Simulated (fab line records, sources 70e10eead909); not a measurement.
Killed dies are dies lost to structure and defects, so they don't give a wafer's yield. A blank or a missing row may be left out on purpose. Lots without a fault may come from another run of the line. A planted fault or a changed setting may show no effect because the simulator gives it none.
Which tool did it? | flow nand_harc | 13 lots, 39 wafers sampled, at 5 steps of a route of 1159

WHAT THE GAUGES READ, wafer by wafer
NHARC_END_SORT_01.
lot  | measured     | on        | killed_at_array | killed_at_other | killed_at_periphery | killed_dies | killed_open | killed_short
L668 | day 23 20:22 | prober-02 | 103 95 98       | 0 0 0           | 0 0 2               | 103 95 100  | 1 4 3       | 1 1 0
L665 | day 23 20:25 | prober-01 | 120 126 105     | 0 0 1           | 4 2 2               | 124 128 108 | 6 4 2       | 2 1 4

WHICH TOOL RAN EACH LOT (tool, then ch and the chambers of the sampled wafers, then the start)
lot  | NHARC_A_STAIRCASE_HM_DEP_462  | NHARC_A_BONDPAD_STRIP_15           | NHARC_A_BONDPAD_PVD_17                  | NHARC_THIN_TSV_STRIP_45
L654 | acl_dep-02 ch 0, day 11 20:25 | rie_diel-13 ch 0,1, day 18 09:46   | pvd_sputter-03, day 19 09:16 or earlier | plasma_asher-01 ch 0,1, day 19 09:16
L653 | acl_dep-01 ch 0, day 11 21:51 | rie_diel-09 ch 0,2,3, day 18 10:05 | pvd_sputter-01, day 19 14:14 or earlier | plasma_asher-01 ch 0,1, day 19 14:14
L652 | acl_dep-02 ch 0, day 11 22:16 | rie_diel-09 ch 1,2,3, day 18 13:09 | pvd_sputter-03, day 19 10:43 or earlier | plasma_asher-01 ch 0,1, day 19 10:43
L656 | acl_dep-02 ch 0, day 12 15:53 | rie_diel-13 ch 0,1,3, day 19 18:08 | pvd_sputter-02, day 20 13:40 or earlier | plasma_asher-02 ch 0,1, day 20 13:40
L658 | acl_dep-02 ch 0, day 12 23:19 | rie_diel-13 ch 0,2,3, day 19 04:01 | pvd_sputter-02, day 19 20:57 or earlier | plasma_asher-01 ch 0,1, day 19 20:57
L657 | acl_dep-01 ch 0, day 13 01:44 | rie_diel-03 ch 1,2,3, day 19 00:14 | pvd_sputter-03, day 19 19:03 or earlier | plasma_asher-01 ch 0,1, day 19 19:03
L662 | acl_dep-01 ch 0, day 14 03:35 | rie_diel-13 ch 0,3, day 20 20:40   | pvd_sputter-02, day 21 16:23 or earlier | plasma_asher-01 ch 0, day 21 16:23
L668 | acl_dep-01 ch 0, day 15 18:34 | rie_diel-13 ch 1,2,3, day 22 13:04 | pvd_sputter-03, day 23 06:20 or earlier | plasma_asher-01 ch 0,1, day 23 06:20
L665 | acl_dep-01 ch 0, day 15 20:24 | rie_diel-13 ch 1,2,3, day 22 13:20 | pvd_sputter-02, day 23 07:34 or earlier | plasma_asher-01 ch 0,1, day 23 07:34
L670 | acl_dep-02 ch 0, day 16 06:52 | rie_diel-13 ch 0,1,3, day 22 21:04 | pvd_sputter-03, day 23 15:22 or earlier | plasma_asher-01 ch 0,1, day 23 15:22
L673 | acl_dep-03 ch 0, day 16 14:17 | rie_diel-13 ch 1,2, day 23 00:19   | pvd_sputter-01, day 23 17:37 or earlier | plasma_asher-01 ch 0,1, day 23 17:37
L672 | acl_dep-03 ch 0, day 16 15:31 | rie_diel-09 ch 1,2,3, day 22 19:43 | pvd_sputter-01, day 23 14:04 or earlier | plasma_asher-01 ch 0,1, day 23 14:04
L674 | acl_dep-02 ch 0, day 17 08:32 | rie_diel-03 ch 0,1,2, day 23 16:52 | pvd_sputter-01, day 24 08:40 or earlier | plasma_asher-01 ch 0,1, day 24 08:40
- NHARC_A_STAIRCASE_HM_DEP_462: deposits aC, target thk 800 nm.
- NHARC_A_BONDPAD_STRIP_15: strips in O2.
- NHARC_A_BONDPAD_PVD_17: deposits TaN, target thk 5 nm, time 8.06 s.
- NHARC_THIN_TSV_STRIP_45: strips in O2.

WHAT THE TOOLS THEMSELVES READ (means of the sampled wafers that have a number; where no wafer has one, the mark that the record gives instead)
NHARC_A_STAIRCASE_HM_DEP_462.
lot  | tool       | throttle_valve_pct (%)
L654 | acl_dep-02 | 34.994
L653 | acl_dep-01 | 34.999
L652 | acl_dep-02 | 34.998
L656 | acl_dep-02 | 35.005
L658 | acl_dep-02 | 35.003
L657 | acl_dep-01 | 34.993
L662 | acl_dep-01 | 35.001
L668 | acl_dep-01 | 34.991
L665 | acl_dep-01 | 35.001
L670 | acl_dep-02 | 34.995
L673 | acl_dep-03 | 34.999
L672 | acl_dep-03 | 35.000
L674 | acl_dep-02 | 34.994

NHARC_A_BONDPAD_STRIP_15.
lot  | tool        | drypump_motor_current_A (A) | oes_product_au (a.u.) | rf_vpp_V (V) | showerhead_plenum_p_Torr (Torr) | throttle_valve_pct (%)
L654 | rie_diel-13 | 5.46                        | 0.994                 | 56.9         | 3.49                            | 17.041
L653 | rie_diel-09 | 5.97                        | 1.004                 | 57.3         | 3.40                            | 17.035
L652 | rie_diel-09 | 5.86                        | 0.996                 | 58.3         | 3.39                            | 17.041
L656 | rie_diel-13 | 5.52                        | 0.998                 | 57.6         | 3.50                            | 17.033
L658 | rie_diel-13 | 5.70                        | 1.011                 | 57.5         | 3.54                            | 17.036
L657 | rie_diel-03 | 5.75                        | 0.998                 | 57.6         | 3.51                            | 17.034
L662 | rie_diel-13 | 5.75                        | 0.997                 | 58.6         | 3.57                            | 17.029
L668 | rie_diel-13 | 5.54                        | 0.999                 | 57.7         | 3.48                            | 17.042
L665 | rie_diel-13 | 5.53                        | 1.002                 | 57.8         | 3.48                            | 17.029
L670 | rie_diel-13 | 5.53                        | 0.997                 | 58.0         | 3.50                            | 17.038
L673 | rie_diel-13 | 5.31                        | 0.998                 | 57.2         | 3.41                            | 17.030
L672 | rie_diel-09 | 5.85                        | 0.999                 | 58.4         | 3.56                            | 17.035
L674 | rie_diel-03 | 5.83                        | 1.002                 | 57.1         | 3.53                            | 17.033

NHARC_A_BONDPAD_PVD_17.
lot  | tool           | throttle_valve_pct (%)
L654 | pvd_sputter-03 | 30.3
L653 | pvd_sputter-01 | 30.7
L652 | pvd_sputter-03 | 30.3
L656 | pvd_sputter-02 | 30.3
L658 | pvd_sputter-02 | 30.1
L657 | pvd_sputter-03 | 29.9
L662 | pvd_sputter-02 | 30.0
L668 | pvd_sputter-03 | 30.4
L665 | pvd_sputter-02 | 29.7
L670 | pvd_sputter-03 | 30.4
L673 | pvd_sputter-01 | 30.3
L672 | pvd_sputter-01 | 29.5
L674 | pvd_sputter-01 | 30.1

NHARC_THIN_TSV_STRIP_45.
lot  | tool            | drypump_motor_current_A (A) | heater_power_w (W)
L654 | plasma_asher-01 | 5.6                         | 320
L653 | plasma_asher-01 | 5.6                         | 305
L652 | plasma_asher-01 | 5.5                         | 316
L656 | plasma_asher-02 | 5.5                         | 312
L658 | plasma_asher-01 | 5.6                         | 310
L657 | plasma_asher-01 | 5.6                         | 310
L662 | plasma_asher-01 | 5.7                         | 295
L668 | plasma_asher-01 | 5.5                         | 323
L665 | plasma_asher-01 | 5.6                         | 324
L670 | plasma_asher-01 | 5.6                         | 308
L673 | plasma_asher-01 | 5.5                         | 324
L672 | plasma_asher-01 | 5.6                         | 318
L674 | plasma_asher-01 | 5.5                         | 325

THE ANSWER, worked out from the rows above alone
Rule: what is usual is taken from the lots themselves. Put in order of their means at a reading, lots are off if they are a third of the lots or fewer, leave a main group of 4 or more, and stand apart from it by a gap of 3 or more times the standard deviation of the main group's means; of several such gaps the widest counts. A main group whose means are all the same, to the digits that the tables above print for the reading, isn't used. A lot without any number at a reading at which 4 lots or more have one is off too. The other lots that the step has rows for count as sound. The gauges are gone through in route order, then the tools' own readings, and for those a lot's mean is taken as printed above. The first step at which some lot is off is used, and at that step the reading that is off furthest; a lot without a number counts as furthest.
No lot is off at any reading shown: from this, nothing can be told.

WHAT THE SIMULATOR HAD PUT IN
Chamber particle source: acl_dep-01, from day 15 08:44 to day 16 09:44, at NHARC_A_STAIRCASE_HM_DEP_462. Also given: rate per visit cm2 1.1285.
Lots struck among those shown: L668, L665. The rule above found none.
